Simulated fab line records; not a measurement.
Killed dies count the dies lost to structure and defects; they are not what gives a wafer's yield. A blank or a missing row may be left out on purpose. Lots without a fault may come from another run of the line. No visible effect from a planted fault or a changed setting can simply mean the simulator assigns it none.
Which tool is to blame? ; flow nand_harc ; Sampling: 11 lots, 33 wafers, 3 of 1302 route steps

WHAT THE GAUGES READ, wafer by wafer
NHARC_P_GATE_INSPECT_28.
lot;measured;on;raw_defect_count
L518;day 5 22:05;defect_inspect-01;4 8 6
L519;day 6 07:37;defect_inspect-01;7 9 7
L520;day 6 11:22;defect_inspect-01;10 10 5
L521;day 7 05:45;defect_inspect-02;452 466 486
L522;day 7 11:49;defect_inspect-01;463 443 445
L531;day 10 23:31;defect_inspect-02;2 12 10
L532;day 11 16:39;defect_inspect-02;12 10 9
L533;day 11 23:15;defect_inspect-02;4 10 10
L534;day 12 10:43;defect_inspect-01;7 3 8
L535;day 12 20:13;defect_inspect-01;5 8 7
L536;day 13 10:11;defect_inspect-01;11 9 5

WHAT TOOL EACH LOT RAN ON (gives the tool, then ch and the chambers of the sampled wafers, and finally the start)
lot;NHARC_P_STI_ETCH_15;NHARC_P_GATE_PRECLEAN_70
L518;rie_si-01 ch 0,1,2, day 3 16:13;wet_bench-02 ch 0,1,3, day 4 20:14
L519;rie_si-01 ch 0,1,3, day 4 03:13;wet_bench-02 ch 3,4,6, day 5 08:13
L520;rie_si-06 ch 0,1, day 4 10:43;wet_bench-05 ch 2,3,5, day 5 12:40
L521;rie_si-01 ch 1,2, day 4 23:02;wet_bench-02 ch 3,4,6, day 6 01:49
L522;rie_si-06 ch 2,3, day 5 06:59;wet_bench-02 ch 0,1,7, day 6 10:46
L531;rie_si-06 ch 1,3, day 9 01:48;wet_bench-06 ch 0,4,7, day 10 01:08
L532;rie_si-01 ch 0,1,2, day 9 11:23;wet_bench-02 ch 4,6,7, day 10 15:26
L533;rie_si-06 ch 0,2,3, day 9 21:15;wet_bench-05 ch 3,4,5, day 10 22:48
L534;rie_si-06 ch 0,2,3, day 10 06:40;wet_bench-06 ch 2,5,7, day 11 09:28
L535;rie_si-02 ch 0,1,2, day 10 17:37;wet_bench-06 ch 1,3,4, day 11 22:05
L536;rie_si-01 ch 0,1,2, day 11 07:37;wet_bench-06 ch 4,5,6, day 12 11:49
- NHARC_P_STI_ETCH_15: etches the open film in HBr/Cl2, target depth 300 nm, time 100.1 s.
- NHARC_P_GATE_PRECLEAN_70: cleans in SC1.

THE ANSWER, worked out from the rows above alone
Rule: the lots themselves supply what counts as usual. The widest of any qualifying gaps counts: lots, ordered by their means at a reading, are off when they make up no more than a third of the lots, leave a main group of 4 or more, and stand apart from it by 3 or more times the standard deviation of that group's means. A main group whose means are all the same, to the digits that the tables above print for the reading, isn't used. A lot without any number at a reading at which 4 lots or more have one is off too. The other lots that the step has rows for count as sound.
Off: L521, L522, at NHARC_P_GATE_INSPECT_28 (raw_defect_count). Mean 7.7 and standard deviation 1.3 in the main group.
A tool fits if, at a process step before that reading, it ran every lot that is off, and no sound lot after the first of them. The gauges at NHARC_P_GATE_INSPECT_28 are tried like those tools. Not one of the candidates tried fits.

WHAT THE SIMULATOR PUT IN
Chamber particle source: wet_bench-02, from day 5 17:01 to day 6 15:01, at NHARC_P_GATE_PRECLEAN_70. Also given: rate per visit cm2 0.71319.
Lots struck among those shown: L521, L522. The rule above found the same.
